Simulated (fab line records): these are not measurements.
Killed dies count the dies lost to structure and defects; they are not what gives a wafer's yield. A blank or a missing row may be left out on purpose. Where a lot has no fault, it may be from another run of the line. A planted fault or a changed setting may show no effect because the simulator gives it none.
Which tool was responsible? ; flow n5 finfet ; Sampling: 14 lots, 42 wafers, 7 of 1938 route steps

## WHAT EACH GAUGE READ, for each wafer
N5_PMOS_HMC_CHANNEL_EPI_THK_MEAS_22.
lot;measured;on;HMC_CMP_THK (nm)
L314;day 2 09:11;film metro-01;54.1 54.3 54.2
L315;day 2 15:30;film metro-02;55.4 54.7 55.5
L316;day 2 20:34;film metro-01;55.0 56.5 56.4
L317;day 3 02:26;film metro-01;52.0 55.9 55.8
L318;day 3 07:47;film metro-01;54.5 53.1 54.5
L319;day 3 14:24;film metro-01;53.7 53.5 52.3
L320;day 3 19:43;film metro-02;53.3 55.5 55.9
L322;day 4 08:53;film metro-01;55.5 53.6 54.1
L323;day 4 14:05;film metro-01;56.1 56.1 54.0
L329;day 6 01:40;film metro-02;52.4 54.0 53.7
L330;day 6 08:04;film metro-01;53.5 54.3 54.2
L333;day 7 01:38;film metro-02;53.6 53.5 54.6
L334;day 7 08:01;film metro-01;54.0 54.6 53.1
L335;day 7 14:32;film metro-01;53.3 52.3 53.2

N5_FIN_SAQP_THK_MEAS_05.
lot;measured;on;thk nm (nm)
L314;day 2 10:36;film metro-02;37.4 37.7 38.0
L315;day 2 18:17;film metro-01;37.1 37.9 38.1
L316;day 2 21:59;film metro-01;37.6 38.1 38.2
L317;day 3 03:43;film metro-01;38.1 37.4 38.5
L318;day 3 09:13;film metro-01;38.2 37.8 38.7
L319;day 3 16:05;film metro-01;18.3 38.3 38.6
L320;day 3 21:29;film metro-01;37.5 37.8 37.8
L322;day 4 10:05;film metro-01;37.5 38.3 37.7
L323;day 4 15:19;film metro-02;18.8 18.5 38.9
L329;day 6 02:58;film metro-02;37.9 38.0 38.6
L330;day 6 09:10;film metro-02;37.9 38.4 38.3
L333;day 7 03:11;film metro-02;37.9 38.6 38.6
L334;day 7 09:44;film metro-01;37.9 38.2 38.4
L335;day 7 15:39;film metro-01;37.4 38.0 38.5

N5_BEOL_M4_RC_MEAS_101.
lot;measured;on;DIBL_N (mV/V);DIBL_P (mV/V);IOFF_N (nA/um);IOFF_P (nA/um);ION_N (uA/um);ION_P (uA/um);SS_N (mV/dec);SS_P (mV/dec);VT_N (mV);VT_P (mV)
L314;day 8 23:30;prober-01;36.3 35.8 38.5;37.4 37.5 40.0;0.17 0.16 0.23;0.21 0.22 0.26;683 672 702;462 468 475;71.5 70.7 71.8;73.8 72.9 73.9;248 250 245;-249.2 -247.8 -246.1
L315;day 9 03:07;prober-02;34.3 34.0 32.7;33.5 32.9 30.7;0.16 0.14 0.12;0.21 0.19 0.16;678 670 653;463 459 461;70.8 71.3 71.3;73.2 72.7 72.2;246 250 252;-247.1 -249.6 -251.3
L316;day 9 10:52;prober-02;33.9 37.5 35.4;34.9 37.1 36.2;0.13 0.19 0.15;0.17 0.20 0.19;674 668 678;461 455 470;70.4 72.0 71.5;73.2 73.4 73.2;254 248 249;-250.4 -251.0 -250.7
L317;day 10 02:00;prober-02;32.7 34.2 35.7;32.6 34.1 37.3;0.10 0.12 0.15;0.14 0.16 0.20;643 663 692;446 453 471;70.0 71.5 71.5;71.9 72.7 73.3;259 255 248;-257.7 -254.1 -249.6
L318;day 9 23:12;prober-01;35.3 35.7 32.9;37.0 36.7 34.1;0.15 0.15 0.11;0.20 0.20 0.16;675 666 668;464 459 465;71.0 71.3 71.0;73.5 73.3 72.7;249 253 255;-252.4 -251.4 -253.0
L319;day 10 07:46;prober-02;38.8 36.1 37.2;40.6 36.2 37.3;0.24 0.16 0.17;0.30 0.20 0.22;690 673 670;473 461 464;72.4 71.7 72.3;74.9 74.1 74.1;245 252 252;-241.6 -250.6 -246.3
L320;day 10 05:17;prober-01;37.1 38.0 40.5;38.9 39.6 43.6;0.18 0.18 0.26;0.20 0.22 0.29;690 681 697;466 464 464;70.7 71.6 72.0;73.9 74.2 74.2;244 247 242;-253.0 -252.3 -248.7
L322;day 11 04:19;prober-02;36.3 34.5 36.6;37.7 34.6 37.1;0.18 0.15 0.19;0.22 0.18 0.21;682 671 683;457 456 464;71.2 70.8 71.7;74.1 72.5 73.6;248 248 244;-251.5 -252.5 -253.3
L323;day 10 11:23;prober-01;37.4 36.7 32.8;38.8 37.8 32.3;0.17 0.17 0.10;0.26 0.24 0.15;684 689 657;472 481 458;71.1 71.0 70.4;74.6 73.8 71.3;250 248 259;-247.8 -249.8 -252.3
L329;day 12 16:12;prober-02;35.5 34.0 36.1;37.7 35.7 37.6;0.18 0.14 0.17;0.22 0.19 0.23;683 682 680;467 469 457;70.6 71.1 71.8;73.8 72.9 73.7;247 251 247;-248.6 -251.5 -248.3
L330;day 12 22:46;prober-01;37.1 35.1 37.7;38.5 35.2 38.7;0.16 0.12 0.17;0.23 0.20 0.24;678 664 680;465 463 470;71.7 71.3 71.9;73.3 72.1 73.4;251 257 250;-248.7 -251.2 -249.4
L333;day 14 04:22;prober-01;36.3 36.6 35.2;34.9 36.3 33.6;0.15 0.15 0.13;0.20 0.22 0.17;679 671 661;465 459 450;71.5 70.9 71.0;73.1 73.6 71.9;246 249 250;-251.2 -251.9 -253.3
L334;day 14 07:43;prober-02;37.5 37.7 36.6;39.3 39.7 38.0;0.18 0.18 0.16;0.24 0.25 0.23;691 680 685;475 471 474;71.0 72.0 71.1;73.8 74.1 73.4;246 247 246;-246.5 -247.2 -248.1
L335;day 14 06:26;prober-01;37.2 37.9 39.3;37.1 36.6 38.0;0.16 0.16 0.20;0.21 0.21 0.25;673 681 687;457 461 464;71.4 72.1 72.2;73.4 74.0 73.7;250 250 247;-252.4 -252.9 -246.7

## WHAT TOOL EACH LOT RAN ON (gives the tool, then ch and the chambers of the sampled wafers, and finally the start)
lot;N5_PMOS_HMC_CHANNEL_EPI_ETCH_38;N5_FIN_SAQP_HM_DEP_03;N5_FIN_SAQP_PECVD_47;N5_FIN_SAQP_HM_OPEN_33
L314;rie si-05 ch 1,2, day 2 06:41;pecvd-04 ch 0,1, day 2 10:31;pecvd-04 ch 1,2, day 2 10:38;rie diel-06 ch 1,2,3, day 2 15:39
L315;rie si-06 ch 2,3, day 2 12:02;pecvd-02 ch 0,1, day 2 18:12;pecvd-04 ch 0,1,2, day 2 18:19;rie diel-06 ch 0,1,2, day 2 22:51
L316;rie si-06 ch 1,2,3, day 2 18:44;pecvd-04 ch 1,2, day 2 21:53;pecvd-02 ch 0,1,2, day 2 22:01;rie diel-01 ch 0,1,3, day 3 02:38
L317;rie si-06 ch 0,1,2, day 3 00:12;pecvd-02 ch 1,2, day 3 03:37;pecvd-04 ch 0,2, day 3 03:44;rie diel-06 ch 0,1,3, day 3 08:16
L318;rie si-05 ch 2,3, day 3 05:57;pecvd-02 ch 0,2, day 3 09:08;pecvd-03 ch 0,1, day 3 09:15;rie diel-06 ch 1,2, day 3 13:53
L319;rie si-05 ch 2,3, day 3 12:35;pecvd-02 ch 0,1,2, day 3 16:00;pecvd-03 ch 0,2, day 3 16:07;rie diel-01 ch 1,2, day 3 20:49
L320;rie si-06 ch 0,2,3, day 3 17:53;pecvd-04 ch 0,1,2, day 3 21:26;pecvd-03 ch 0,1,2, day 3 21:32;rie diel-01 ch 0,3, day 4 01:53
L322;rie si-06 ch 0,2,3, day 4 06:40;pecvd-03 ch 0,1,2, day 4 10:00;pecvd-03 ch 0,1, day 4 10:07;rie diel-01 ch 0,1, day 4 17:05
L323;rie si-06 ch 0,1,2, day 4 11:52;pecvd-02 ch 0,1,2, day 4 15:13;pecvd-02 ch 0,1,2, day 4 15:21;rie diel-05 ch 0,3, day 4 20:28
L329;rie si-02 ch 0,1,2, day 5 23:49;pecvd-04 ch 1,2, day 6 02:53;pecvd-02 ch 1,2, day 6 03:01;rie diel-01 ch 0,3, day 6 07:37
L330;rie si-05 ch 0,1,2, day 6 06:08;pecvd-03 ch 0,1, day 6 09:05;pecvd-02 ch 0,1,2, day 6 09:13;rie diel-05 ch 0,2, day 6 14:25
L333;rie si-02 ch 0,1,3, day 6 23:49;pecvd-02 ch 0,1, day 7 03:06;pecvd-04 ch 0,2, day 7 03:13;rie diel-01 ch 1,2,3, day 7 09:04
L334;rie si-05 ch 0,1,2, day 7 05:48;pecvd-02 ch 0,1, day 7 09:39;pecvd-04 ch 0,2, day 7 09:47;rie diel-01 ch 1,3, day 7 14:55
L335;rie si-05 ch 1,3, day 7 12:42;pecvd-02 ch 0,1, day 7 15:34;pecvd-04 ch 0,2, day 7 15:41;rie diel-01 ch 0,2,3, day 7 20:44
- N5_PMOS_HMC_CHANNEL_EPI_ETCH_38: etches SiO2 in CF4, target depth 1.5 nm.
- N5_FIN_SAQP_HM_DEP_03: deposits SiNx from SiH4/NH3/N2, target thk 38 nm, time 33.6 s.
- N5_FIN_SAQP_PECVD_47: deposits a-Si from SiH4/He, target thk 45 nm, time 36.3 s.
- N5_FIN_SAQP_HM_OPEN_33: chemistry CH3F/O2, target SiNx, target depth 49.4 nm, time 70.6 s.

## WHAT THE TOOLS THEMSELVES READ (means of the sampled wafers that have a number; where no wafer has one, the mark that the record gives instead)
N5_PMOS_HMC_CHANNEL_EPI_ETCH_38.
lot;tool;cf4 flow sccm (sccm);drypump motor current A (A);oes product au (a.u.);throttle valve pct (%)
L314;rie si-05;80.04;5.8;1.025;21.90
L315;rie si-06;79.73;5.2;1.026;21.78
L316;rie si-06;79.93;5.5;1.015;21.93
L317;rie si-06;80.24;5.9;1.016;21.95
L318;rie si-05;80.02;5.9;1.008;21.83
L319;rie si-05;79.85;6.0;1.018;21.83
L320;rie si-06;80.00;5.7;1.015;21.92
L322;rie si-06;80.29;5.7;1.011;21.92
L323;rie si-06;80.01;5.8;1.012;21.96
L329;rie si-02;79.82;5.6;1.001;21.64
L330;rie si-05;80.03;6.0;1.011;21.92
L333;rie si-02;80.19;5.5;0.989;21.79
L334;rie si-05;80.20;6.0;1.015;21.93
L335;rie si-05;80.16;5.8;0.993;21.82

N5_FIN_SAQP_HM_DEP_03.
lot;tool;heater power w (W);showerhead plenum p Torr (Torr);throttle valve pct (%)
L314;pecvd-04;954;5.18;43.2
L315;pecvd-02;759;5.24;39.9
L316;pecvd-04;962;5.14;41.9
L317;pecvd-02;672;5.11;38.1
L318;pecvd-02;714;5.06;37.8
L319;pecvd-02;718;5.15;38.9
L320;pecvd-04;967;5.15;42.0
L322;pecvd-03;795;5.13;41.3
L323;pecvd-02;761;5.14;39.0
L329;pecvd-04;893;5.16;43.2
L330;pecvd-03;770;5.14;42.3
L333;pecvd-02;737;5.24;39.9
L334;pecvd-02;779;5.24;40.0
L335;pecvd-02;772;5.23;40.0

N5_FIN_SAQP_PECVD_47.
lot;tool;heater power w (W);showerhead plenum p Torr (Torr);throttle valve pct (%)
L314;pecvd-04;996;5.68;19.7
L315;pecvd-04;965;5.67;19.1
L316;pecvd-02;817;5.66;17.7
L317;pecvd-04;978;5.66;18.6
L318;pecvd-03;871;5.66;19.1
L319;pecvd-03;829;5.65;17.9
L320;pecvd-03;884;5.65;18.8
L322;pecvd-03;829;5.66;19.2
L323;pecvd-02;831;5.67;17.7
L329;pecvd-02;796;5.71;18.1
L330;pecvd-02;833;5.67;17.9
L333;pecvd-04;977;5.65;18.7
L334;pecvd-04;1024;5.66;18.6
L335;pecvd-04;988;5.66;18.7

N5_FIN_SAQP_HM_OPEN_33.
lot;tool;O2_flow_sccm (sccm);drypump motor current A (A);etch rf on time s (s);oes product au (a.u.);rf vpp V (V);showerhead plenum p Torr (Torr);throttle valve pct (%)
L314;rie diel-06;20.05;5.6;68.3;0.64;297;1.93;16.48
L315;rie diel-06;19.99;5.7;68.3;0.66;295;1.96;16.44
L316;rie diel-01;20.03;5.0;69.3;0.67;302;1.97;16.28
L317;rie diel-06;20.01;5.3;68.3;0.67;297;1.97;16.52
L318;rie diel-06;19.96;5.4;69.3;0.66;293;1.93;16.54
L319;rie diel-01;20.02;5.5;57.4;0.70;297;2.02;16.09
L320;rie diel-01;20.03;5.1;69.1;0.64;303;1.96;16.36
L322;rie diel-01;20.02;5.0;67.9;0.68;300;1.98;16.23
L323;rie diel-05;19.95;6.1;45.6;0.74;298;2.01;16.20
L329;rie diel-01;19.99;5.1;70.8;0.63;303;1.96;16.40
L330;rie diel-05;20.04;5.7;69.5;0.64;302;2.03;16.17
L333;rie diel-01;19.96;5.6;69.5;0.65;299;2.00;16.22
L334;rie diel-01;20.03;5.1;69.9;0.62;300;1.98;16.31
L335;rie diel-01;19.91;5.5;68.9;0.67;300;1.98;16.28

## THE ANSWER, worked out from the rows above alone
Rule: what is usual is taken from the lots themselves. The widest of any qualifying gaps counts: lots, ordered by their means at a reading, are off when they make up no more than a third of the lots, leave a main group of 4 or more, and stand apart from it by 3 or more times the standard deviation of that group's means. A main group whose means are all the same, to the digits that the tables above print for the reading, isn't used. A lot without any number at a reading at which 4 lots or more have one is off too. Where the step has rows for the other lots, those lots are counted as sound. After the gauges, taken in route order, come the tools' own readings; for these a lot's mean is taken, as printed above. The first step at which some lot is off is used, and at that step the reading that is off furthest; a lot without a number counts as furthest.
Off: L319, L323, at N5_FIN_SAQP_THK_MEAS_05 (thk nm). Main group: mean 38.0 nm, sd 0.22.
If a tool, at a process step before that reading, ran all the lots that are off and no sound lot after the first of them, it fits. The gauges at N5_FIN_SAQP_THK_MEAS_05 aren't tried: what is off there is off at N5_FIN_SAQP_HM_OPEN_33 too, on other tools, and a gauge's error can't cause that. None of those tried fits.

## WHAT HAD BEEN PUT IN BY THE SIMULATOR
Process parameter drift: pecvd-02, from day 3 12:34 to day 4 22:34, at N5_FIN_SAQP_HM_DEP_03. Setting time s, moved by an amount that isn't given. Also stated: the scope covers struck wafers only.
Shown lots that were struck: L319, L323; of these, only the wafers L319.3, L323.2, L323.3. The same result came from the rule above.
